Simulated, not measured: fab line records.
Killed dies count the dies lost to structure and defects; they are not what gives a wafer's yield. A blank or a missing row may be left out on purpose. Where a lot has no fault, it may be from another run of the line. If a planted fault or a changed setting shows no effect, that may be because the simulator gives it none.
Which tool did it? | flow nand_harc | 6 lots with 18 wafers sampled at 3 steps, on a route of 1302 steps

== WHAT EACH GAUGE READ, for each wafer ==
NHARC_A_ONON_D1_THK_MEAS_08: measures by ellipsometry.
lot  | measured     | on            | thk_nm (nm)
L655 | day 9 03:23  | film_metro-01 | 979 980 978
L656 | day 9 12:29  | film_metro-01 | 996 998 999
L658 | day 10 05:13 | film_metro-01 | 985 987 987
L661 | day 11 07:36 | film_metro-01 | 1020 1019 1022
L667 | day 13 21:19 | film_metro-02 | 1010 1009 1011
L674 | day 17 05:55 | film_metro-02 | 1002 1003 1002

== EACH LOT AND THE TOOL THAT RAN IT (in order: tool; ch and the chambers of the sampled wafers; start) ==
lot  | NHARC_A_ZERO_WELL_DESCUM_12        | NHARC_A_ONON_D1_DEP_06
L655 | rie_diel-05 ch 0,2,3, day 8 00:23  | pecvd_onon-04 ch 0, day 9 02:51
L656 | rie_diel-03 ch 0,1, day 8 11:49    | pecvd_onon-04 ch 0, day 9 12:06
L658 | rie_diel-03 ch 0,1, day 9 05:35    | pecvd_onon-04 ch 0, day 10 04:50
L661 | rie_diel-05 ch 0,1,3, day 10 08:03 | pecvd_onon-04 ch 0, day 11 07:05
L667 | rie_diel-08 ch 0,2, day 12 22:35   | pecvd_onon-02 ch 0, day 13 20:49
L674 | rie_diel-05 ch 1,2, day 15 21:19   | pecvd_onon-02 ch 0, day 17 05:25
- NHARC_A_ZERO_WELL_DESCUM_12: chemistry O2, time 3 s.
- NHARC_A_ONON_D1_DEP_06: target thk 1000 nm.

== THE ANSWER, worked out from the rows above alone ==
Rule: usual is defined by the lots themselves. The widest of any qualifying gaps counts: lots, ordered by their means at a reading, are off when they make up no more than a third of the lots, leave a main group of 4 or more, and stand apart from it by 3 or more times the standard deviation of that group's means. A main group whose means are all the same, to the digits that the tables above print for the reading, isn't used. A lot without any number at a reading at which 4 lots or more have one is off too. Where the step has rows for the other lots, those lots are counted as sound.
Nothing can be told from this: no lot is off at any reading shown.

== WHAT THE SIMULATOR HAD PUT IN ==
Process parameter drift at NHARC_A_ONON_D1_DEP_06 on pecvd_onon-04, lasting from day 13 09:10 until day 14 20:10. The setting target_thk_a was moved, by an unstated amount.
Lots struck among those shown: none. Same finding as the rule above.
